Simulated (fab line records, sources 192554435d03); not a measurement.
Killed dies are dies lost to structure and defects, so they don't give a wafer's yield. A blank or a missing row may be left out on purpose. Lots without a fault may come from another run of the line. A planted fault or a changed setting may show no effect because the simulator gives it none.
fab line records | flow n5_finfet
record lots=4 wafers=12 last_day=18
route steps=1938 shown HKMG_FIN@461 GATE_CUT@465 MOL_CONTACT_COAG@560 PASSIVATION@1936
lots that met no fault: from a run of the same line without faults
start_h: hours from the record's first day to the start of the lot's first wafer shown | wait_h: hours since the lot's step before | " the same as in the row above | L1.1+2: a row that stands for several wafers | - no value, or no start given | * or withheld: withheld | < > ~ a bound
route shown NAME@n: a module of which the file shows steps, and the number in the route of the first | usual: mean/standard deviation of fault-free wafers | same: alike in all rows | chamber/n: place in a boat | sites: the reading at each site | _std_site: their standard deviation | _edge_site: outer sites' mean less inner sites' | radius_mm: how far each site lies from the wafer's centre | mask NAME#n: copy n | behind: the tool/chamber that last shaped the wafer | hold: why the lot was held/for how many hours/how that ended | device: the transistor (n, p or np) that didn't switch | end of line: the same wafers' tests at the end of the route | a step without rows: its recipe alone | killed: dies lost to structure and defects at the first sort, not the wafer's yield | map: a wafer's dies, x killed, . not, _ none there
set.NAME: the setting as run; set.NAME@STEP: as run at that earlier step | model.NAME: the simulator's own value behind a step, which no gauge read
lots at some steps of the route; a table a step, a row a wafer
services: from which hour (start_h, from the record's first day; less than 0 if before it) a tool's chamber was out of use, for how many hours, and why
## steps
# step N5_HKMG_FIN_CMP_23
# recipe stop_on=SiNx t_overpolish_s=10 post_cmp_clean=rinse_only down_force_psi=4 platen_rpm=50.289 pad_velocity_m_s=1.0006 target_thk_nm=46.326
# step N5_HKMG_FIN_CMP_94
# recipe stop_on=SiNx post_cmp_clean=w_dilute_nh4oh t_overpolish_s=4.7 down_force_psi=4 platen_rpm=50.289 pad_velocity_m_s=1.0006 target_thk_nm=43.299
# step N5_GATE_CUT_ETCHBACK_00
# recipe chemistry=SF6/Cl2 target=W pressure_mtorr=8 icp_w=900 bias_w=80 SF6_flow_sccm=40 Cl2_flow_sccm=60
# step N5_GATE_CUT_ETCH_56
# recipe chemistry=Cl2/Ar target=TiN target_depth_a=216 pressure_mtorr=10 icp_w=600 bias_w=60 Cl2_flow_sccm=40 Ar_flow_sccm=60
# step N5_GATE_CUT_ETCHBACK_30
# recipe chemistry=Cl2/Ar target=TiN target_depth_a=30 mode=isotropic pressure_mtorr=10 icp_w=600 bias_w=60 Cl2_flow_sccm=40 Ar_flow_sccm=60
# step N5_GATE_CUT_VAPOR_ETCH_60
# recipe chemistry=BCl3/Cl2 target=HfO2 mode=isotropic
# step N5_GATE_CUT_ETCH_58
# recipe chemistry=CH3F/O2 target=SiNx target_depth_a=170 time_s=128.6 ion_energy_ev=50 pressure_mtorr=30 source_w=415 bias_w=21 Ar_flow_sccm=150 CH3F_flow_sccm=30 O2_flow_sccm=20
# step N5_GATE_CUT_STRIP_59
# recipe chemistry=N2/H2 time_s=20 power_w=100 temp_c=40 pressure_mtorr=100 rf_frequency_hz=6e+07 bias_power_w=3 n2_flow_sccm=300 h2_flow_sccm=300
# step N5_GATE_CUT_PRECLEAN_31
# recipe temp_c=23 chemistry=DIW time_s=300
# step N5_GATE_CUT_SRD_32
# recipe time_s=30 temp_c=23 rinse_liquid=diw dry=ipa_marangoni
# step N5_GATE_CUT_SAC_CAP_01
# recipe material=SiNx target_thk_a=240 temp_c=400 ald_precursor_family=SiH2I2 ald_co_reactant=N2/H2-plasma pulse_time_s=1 ald_cycles=480 purge_time_s=2 co_reactant_purge_time_s=2 pressure_torr=2
# usual ald_cycles=480/0 chamber_pressure_Torr=2.000/0.0048 heater_power_w=822/110 precursor_pulse_height_rel=1.001/0.021
# columns lot.wafer tool chamber start_h wait_h ald_cycles chamber_pressure_Torr heater_power_w precursor_pulse_height_rel model.SiNx_of_GATE_CUT_SAC_CAP_01.thk_nm
L598.1 ald_sin-03 0 136.10 0.0 480 2.003 803 0.981 24.2
L598.2 " 2 " " 480 1.989 917 0.990 24
L598.4 " 3 " " 480 2.001 912 0.995 24
L605.3 ald_sin-03 3 179.41 0.6 852 2.007 906 1.005 42.6
L605.4 " 2 " " 480 2.004 920 1.018 24
L605.5 " 0 180.50 1.7 480 2.004 779 1.030 24
L606.2 ald_sin-03 1 186.59 1.0 480 2.003 622 1.020 24
L606.3 " 0 " " 852 1.992 778 0.976 42.8
L606.6 " 3 187.67 2.1 852 2.003 948 0.997 42.8
L612.1 ald_sin-04 3 220.75 0.0 480 2.001 860 1.010 24
L612.4 " 1 " " 480 2.004 735 1.016 24
L612.5 " 0 221.84 1.1 480 2.009 682 1.015 24
# step N5_GATE_CUT_PECVD_57
# recipe material=SiNx target_thk_a=210 temp_c=400 precursor=SiH4/NH3/N2 pressure_torr=1.5 rf_w=300
# step N5_GATE_CUT_CMP_02
# recipe stop_on=SiO2 t_overpolish_s=12.7 post_cmp_clean=alkaline_brush down_force_psi=2.5 platen_rpm=51.8 pad_velocity_m_s=1.0307 target_thk_nm=0
# step N5_GATE_CUT_HM_DEP_46
# recipe material=SiO2 target_thk_a=1300 temp_c=400 precursor=TEOS/O2 pressure_torr=6.5 rf_w=900 teos_flow_sccm=161.4 gas=O2 flow_sccm=2650 time_s=26.6
# step N5_GATE_CUT_COAT_34
# recipe resist=SOC temp_c=250 time_s=60 spin_rpm=1500 resist_thk_nm=60
# step N5_GATE_CUT_COAT_35
# recipe resist=SiARC temp_c=220 time_s=60 spin_rpm=1500 resist_thk_nm=10
# step N5_GATE_CUT_COAT_27
# recipe resist=underlayer temp_c=205 time_s=60 spin_rpm=1500 resist_thk_nm=10
# step N5_GATE_CUT_COAT_07
# recipe resist=CAR-EUV spin_rpm=1500 resist_thk_nm=30
# step N5_GATE_CUT_EBR_09
# recipe solvent=PGMEA ebr_width_mm=1.5
# step N5_GATE_CUT_SOFTBAKE_08
# recipe temp_c=110 time_s=60 resist=CAR-EUV
# step N5_GATE_CUT_EXPOSE_10
# recipe mask_id=GATE_CUT na=0.33 source_shape=annular sigma_inner=0.35 sigma_outer=0.8 polarization=unpolarized target_cd_nm=20 dose_mj=43.25
# step N5_GATE_CUT_PEB_11
# recipe peb_temp_c=100 peb_time_s=60 resist=CAR-EUV
# step N5_GATE_CUT_DEVELOP_12
# recipe develop_time_s=30 developer=TMAH resist=CAR-EUV rinse_liquid=surfactant_rinse dry=air_spin dev_temp_c=23
# step N5_GATE_CUT_DESCUM_18
# recipe chemistry=O2 time_s=7 source_power_w=50 bias_power_w=20 pressure_mtorr=20 rf_frequency_hz=2.712e+07 temp_c=40 resist=CAR-EUV o2_flow_sccm=225
# step N5_GATE_CUT_ETCH_28
# recipe chemistry=N2/H2 target=underlayer target_depth_a=130 mask_material=CAR-EUV time_s=10.4 ion_energy_ev=200 pressure_mtorr=30 source_w=840 bias_w=150 n2_flow_sccm=200 h2_flow_sccm=200 ends=cleared
# step N5_GATE_CUT_ETCH_36
# recipe chemistry=CF4 target=SiARC target_depth_a=130 mask_material=CAR-EUV time_s=21.7 ion_energy_ev=80 pressure_mtorr=40 source_w=545 bias_w=36 Ar_flow_sccm=100 cf4_flow_sccm=100 ends=cleared
# step N5_GATE_CUT_ETCH_37
# recipe chemistry=N2/H2 target=SOC target_depth_a=600 overetch_a=120 mask_material=SiARC temp_c=40 time_s=90 ion_energy_ev=200 pressure_mtorr=30 source_w=840 bias_w=150 n2_flow_sccm=200 h2_flow_sccm=200
# step N5_GATE_CUT_STRIP_38
# recipe chemistry=N2/H2 temp_c=40 n2_flow_sccm=200 h2_flow_sccm=200 rf_frequency_hz=6e+07
# step N5_GATE_CUT_STRIP_39
# recipe chemistry=N2/H2 temp_c=40 n2_flow_sccm=200 h2_flow_sccm=200 rf_frequency_hz=6e+07
# step N5_GATE_CUT_HM_OPEN_40
# recipe chemistry=C4F6/O2 target=SiO2 mask_material=SiARC target_depth_a=1390 time_s=85.1 ion_energy_ev=250 pressure_mtorr=30 source_w=345 bias_w=185 Ar_flow_sccm=300 C4F6_flow_sccm=10 O2_flow_sccm=10 ends=cleared
# step N5_GATE_CUT_STRIP_41
# recipe chemistry=CF4 resist=SiARC power_w=300 bias_power_w=75 pressure_mtorr=50 cf4_flow_sccm=150 rf_frequency_hz=6e+07
# step N5_GATE_CUT_STRIP_42
# recipe chemistry=O2 power_w=400 temp_c=40 pressure_mtorr=30 rf_frequency_hz=6e+07 bias_power_w=0 overash_fraction=0.3 o2_flow_sccm=225
# step N5_GATE_CUT_ETCH_19
# recipe chemistry=CH3F/O2 target=SiNx mask_material=SiO2 target_depth_a=537 time_s=76.7 pressure_mtorr=30 source_w=395 bias_w=73 Ar_flow_sccm=150 CH3F_flow_sccm=30 O2_flow_sccm=20 ion_energy_ev=120 ends=cleared
# usual drypump_motor_current_A=5.7/0.3 etch_rf_on_time_s=77.7/1.5 oes_product_au=0.63/0.066 rf_fwd_power_W=390.6/1.9 rf_vpp_V=299/3.2 showerhead_plenum_p_Torr=2.00/0.069 throttle_valve_pct=16.42/0.22
# columns lot.wafer tool chamber start_h wait_h drypump_motor_current_A etch_rf_on_time_s oes_product_au rf_fwd_power_W rf_hours_counter_h rf_vpp_V showerhead_plenum_p_Torr throttle_valve_pct
L598.1 rie_diel-05 1 144.01 0.0 5.1 76.3 0.76 392.3 26 298 2.04 16.08
L598.2 " 0 " " 5.3 76.0 0.65 390.1 159 301 1.99 16.30
L598.4 " 2 " " 5.9 77.3 0.63 393.6 143 294 2.00 16.15
L605.3 rie_diel-05 1 183.45 0.0 5.1 70.7 0.74 393.5 43 297 2.03 16.10
L605.4 " 3 " " 6.3 76.8 0.82 388.6 6 305 2.13 16.31
L605.5 " 3 " " 6.3 76.0 0.82 389.0 - 306 2.13 16.30
L606.2 rie_diel-04 1 190.05 0.0 6.0 76.8 0.62 391.3 174 301 2.08 16.30
L606.3 " 3 " " 5.5 69.9 0.61 386.7 223 300 1.89 16.67
L606.6 " 3 " " 5.5 69.7 0.61 386.5 - 302 1.89 16.66
L612.1 rie_diel-05 0 224.25 0.0 5.4 78.2 0.61 391.7 182 300 1.99 16.33
L612.4 " 1 " " 5.1 76.5 0.72 390.9 49 297 2.03 16.12
L612.5 " 3 " " 6.3 77.7 0.79 388.2 - 305 2.13 16.31
# step N5_GATE_CUT_CUT_ETCH_53
# recipe chemistry=SF6/Cl2 target=W mask_material=SiO2 target_depth_a=792 pressure_mtorr=8 icp_w=900 bias_w=80 SF6_flow_sccm=40 Cl2_flow_sccm=60 ends=cleared
# step N5_GATE_CUT_CUT_ETCH_54
# recipe chemistry=Cl2/BCl3 target=TiN mask_material=SiO2 target_depth_a=967 pressure_mtorr=10 icp_w=1000 bias_w=126 Cl2_flow_sccm=53.25 bcl3_flow_sccm=21.75 Ar_flow_sccm=25 ends=cleared
# step N5_GATE_CUT_CUT_ETCH_55
# recipe chemistry=BCl3 target=HfO2 mask_material=SiO2 target_depth_a=32 ion_energy_ev=30 pressure_mtorr=5 icp_w=450 bias_w=18 bcl3_flow_sccm=80
# step N5_MOL_CONTACT_COAG_CMP_28
# recipe stop_on=SiNx t_overpolish_s=0.85 post_cmp_clean=alkaline_brush down_force_psi=4.15 platen_rpm=51.8 pad_velocity_m_s=1.0307 target_thk_nm=14.522
# usual motor_current_A=12.6/1.3 slurry_flow_ml_min=149.9/0.49 time_to_endpoint_s=5.4/2.4
# columns lot.wafer tool chamber start_h wait_h motor_current_A slurry_flow_ml_min time_to_endpoint_s model.SiNx_of_GATE_CUT_SAC_CAP_01.thk_nm
L598.4 cmp-01 2 155.26 0.8 10.9 149.7 8.9 18
L598.1 " 0 " " 13.5 150.2 5.4 18
L598.2 " 1 " " 13.3 150.0 8.4 17.8
L605.3 cmp-03 0 195.50 0.8 14.4 149.7 7.5 31.8
L605.4 " 1 " " 14.7 149.9 6.2 17.8
L605.5 " 1 " " 14.6 150.0 6.9 18
L606.2 cmp-03 1 201.70 0.8 15.0 149.9 5.0 18
L606.3 " 2 " " 12.2 149.8 6.4 32
L606.6 " 1 " " 15.0 149.9 4.3 31.8
L612.1 cmp-02 0 235.99 0.8 13.4 150.5 0.5 17.8
L612.4 " 2 " " 12.8 148.9 5.5 17.8
L612.5 " 0 " " 13.3 150.5 3.8 18
# step N5_MOL_CONTACT_COAG_THK_MEAS_29
# recipe reads=SiNx_of_GATE_CUT_PECVD_57+SiNx_of_GATE_CUT_SAC_CAP_01
# usual MD_CAP_THK=17.91/0.082
# columns lot.wafer tool chamber start_h wait_h MD_CAP_THK[nm]
L598.1 film_metro-01 - 155.56 - 18.06
L598.2 " - " " 17.86
L598.4 " - " " 17.94
L605.3 film_metro-02 - 195.79 - 31.85
L605.4 " - " " 17.86
L605.5 " - " " 17.95
L606.2 film_metro-02 - 201.99 - 17.97
L606.3 " - " " 31.91
L606.6 " - " " 31.91
L612.1 film_metro-02 - 236.28 - 17.91
L612.4 " - " " 17.92
L612.5 " - " " 17.97
# step N5_MOL_CONTACT_COAG_ETCH_47
# recipe chemistry=CH3F/O2 target=SiNx target_depth_a=270 mask_material=SiO2 stop_on=W over_etch_frac=0.2 ion_energy_ev=120 endpoint=OES-CN pressure_mtorr=30 source_w=395 bias_w=73 Ar_flow_sccm=150 CH3F_flow_sccm=30 O2_flow_sccm=20 ends=end_point
# usual drypump_motor_current_A=5.6/0.41 etch_rf_on_time_s=31.0/0.64 oes_product_au=0.71/0.087 rf_fwd_power_W=387.2/1.9 rf_vpp_V=298/6.4 showerhead_plenum_p_Torr=1.98/0.047 throttle_valve_pct=16.37/0.27
# columns lot.wafer tool chamber start_h wait_h drypump_motor_current_A etch_rf_on_time_s oes_product_au rf_fwd_power_W rf_hours_counter_h rf_vpp_V showerhead_plenum_p_Torr throttle_valve_pct model.etch.t_clear_s model.MOL_CONTACT_COAG.feature_depth_nm model.etch.depth_nm
L598.1 rie_diel-06 0 157.47 0.0 5.7 31.1 0.71 386.3 112 294 1.94 16.10 25.89 18.6 18.06
L598.2 " 2 " " 4.9 30.2 0.82 387.2 36 309 2.03 16.42 25.16 18.6 17.89
L598.4 " 2 " " 4.9 30.2 0.84 389.1 - 310 2.03 16.40 25.15 18.6 17.98
L605.3 rie_diel-03 3 197.53 0.0 5.8 50.8 0.73 389.9 111 286 2.02 16.52 46.06 32.8 31.84
L605.4 " 1 " " 5.8 30.4 0.80 385.4 30 300 2.03 15.84 25.28 18.4 17.85
L605.5 " 2 " " 5.8 31.1 0.86 384.5 - 308 2.16 16.36 25.94 18.6 17.94
L606.2 rie_diel-03 3 203.73 0.0 5.8 32.0 0.68 385.0 114 286 2.02 16.51 26.65 18.6 17.96
L606.3 " 1 " " 5.9 50.8 0.83 386.0 33 299 2.03 15.84 45.55 33 31.93
L606.6 " 3 " " 5.8 50.8 0.73 389.2 - 286 2.02 16.52 47.33 32.8 31.88
L612.1 rie_diel-06 3 238.63 0.0 6.0 32.0 0.58 390.8 248 296 1.97 16.73 26.64 18.4 17.88
L612.4 " 2 " " 4.9 30.3 0.79 386.1 60 308 2.02 16.44 25.25 18.4 17.88
L612.5 " 1 " " 5.8 31.0 0.61 386.6 - 302 1.97 16.56 25.83 18.6 17.98
# step N5_MOL_CONTACT_COAG_CMP_52
# recipe stop_on=SiO2 t_overpolish_s=1.5 post_cmp_clean=w_dilute_nh4oh down_force_psi=4 platen_rpm=50.289 pad_velocity_m_s=1.0006 target_thk_nm=66.5
# usual motor_current_A=12.4/1.2 overpolish_run_s=1.500/0.0089 slurry_flow_ml_min=150.0/0.39 time_to_endpoint_s=13.8/2.3
# columns lot.wafer tool chamber start_h wait_h motor_current_A overpolish_run_s slurry_flow_ml_min time_to_endpoint_s model.SiO2_of_MOL_CONTACT_COAG_PECVD_31.thk_nm
L598.1 cmp-03 0 159.73 0.0 13.9 1.504 150.0 15.5 44
L598.2 " 1 " " 13.9 1.502 149.9 13.8 44.4
L598.4 " 2 " " 11.7 1.503 150.3 17.1 45.4
L605.3 cmp-03 0 200.19 0.1 13.8 1.501 150.9 14.9 42
L605.4 " 2 " " 12.3 1.504 150.3 15.9 44.6
L605.5 " 0 " " 14.1 1.506 150.5 13.5 44.2
L606.3 cmp-02 3 206.11 0.0 12.3 1.499 149.7 14.0 42.6
L606.2 " 2 " " 12.8 1.493 150.1 15.7 44
L606.6 " 0 " " 11.9 1.494 149.8 16.8 42.4
L612.4 cmp-03 3 241.48 0.0 11.0 1.503 150.2 14.2 43.4
L612.1 " 0 " " 14.2 1.504 149.7 12.2 44.4
L612.5 " 0 " " 14.3 1.516 150.4 14.6 44.2
# step N5_PASSIVATION_PROBE_49
# usual killed_at_M0_to_M3=35/11 killed_at_M4_up=14/5.4 killed_at_contacts=13/6 killed_at_front_end=38/11 killed_at_other=3.4/2.6 killed_dies=104/19 killed_open=68/13 killed_short=34/8.5
# same gross_dies=1180 killed_at_back_side=0
# columns lot.wafer tool chamber start_h wait_h killed_at_M0_to_M3 killed_at_M4_up killed_at_contacts killed_at_front_end killed_at_other killed_dies killed_open killed_short
L606.6 prober-01 - 410.48 0.3 32 11 22 34 4 103 57 32
# killed by level:class
L606.6 MOL_CONTACT_COAG:geometric_particle:open=13 HKMG_FIN:area_etch=9 BEOL_M0_SAQP:geometric_particle:open=8 BEOL_M0_SAQP:geometric_particle:short=7 STI_FIN_REVEAL:geometric_particle:open=5 BEOL_M2:geometric_particle:open=5 MOL_CONTACT_COAG:area_etch=5 FIN_SAQP:geometric_particle:short=4
## services
# columns tool chamber start_h hours kind
cmp-03 - 112.80 4.6 pm
rie_diel-05 2 115.35 6.4 repair
rie_diel-06 2 127.22 13.3 repair
rie_diel-04 3 129.24 4.7 repair
rie_diel-05 3 129.79 4.6 repair
cmp-02 - 131.24 4.0 pm
cmp-01 - 152.68 1.9 repair
rie_diel-06 1 153.08 4.2 repair
cmp-03 - 153.58 2.2 repair
cmp-02 - 156.04 6.4 pm
cmp-03 - 160.66 1.4 repair
ald_sin-04 - 176.75 14.0 pm
ald_sin-03 2 182.84 6.7 repair
cmp-02 - 183.32 16.4 pm
cmp-01 - 183.94 1.7 repair
cmp-02 - 200.38 0.2 repair
cmp-01 - 200.65 5.8 pm
rie_diel-03 2 201.74 28.7 repair
rie_diel-04 0 207.73 1.7 repair
cmp-01 - 213.24 2.2 repair
rie_diel-06 1 214.36 13.2 repair
rie_diel-03 - 219.88 28.1 pm
cmp-01 - 239.82 5.8 repair
rie_diel-04 2 240.24 10.5 repair
## key
first_sign step=N5_GATE_CUT_SAC_CAP_01 reading=ald_cycles direction=up sigmas=99+ usual=* struck=*
effect step=N5_GATE_CUT_ETCH_19 reading=etch_rf_on_time_s direction=down sigmas=5.1 usual=* struck=*
effect step=N5_MOL_CONTACT_COAG_THK_MEAS_29 reading=MD_CAP_THK direction=up sigmas=99+ usual=17.91 struck=31.89
effect step=N5_MOL_CONTACT_COAG_ETCH_47 reading=etch_rf_on_time_s direction=up sigmas=31 usual=* struck=*
model_effect step=N5_GATE_CUT_SAC_CAP_01 value=SiNx_of_GATE_CUT_SAC_CAP_01.thk_nm without=24.13 struck=42.73
model_effect step=N5_MOL_CONTACT_COAG_CMP_28 value=SiNx_of_GATE_CUT_SAC_CAP_01.thk_nm without=18 struck=31.87
model_effect step=N5_MOL_CONTACT_COAG_ETCH_47 value=etch.t_clear_s without=26.14 struck=46.31
model_effect step=N5_MOL_CONTACT_COAG_CMP_52 value=SiO2_of_MOL_CONTACT_COAG_PECVD_31.thk_nm without=43.33 struck=42.33
met_at N5_GATE_CUT_SAC_CAP_01
struck_wafers L605.3,L606.3,L606.6
tester_left_out L605,L606
onset_between 136.10 179.41
fault kind=process_parameter_drift tool=ald_sin-03 chamber=- onset_h=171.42 steps=N5_GATE_CUT_SAC_CAP_01 channel=ald_cycles offset=* shape=step end_h=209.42 scope=struck_wafers_only acts_in=* stated=*
# tester_left_out: of these lots the tester's yield and bins aren't shown, on N5 and GAA mostly nor the transistor test; their killed dies are dies lost to structure and defects alone, not to doping, threshold or leakage, so they don't give the yield
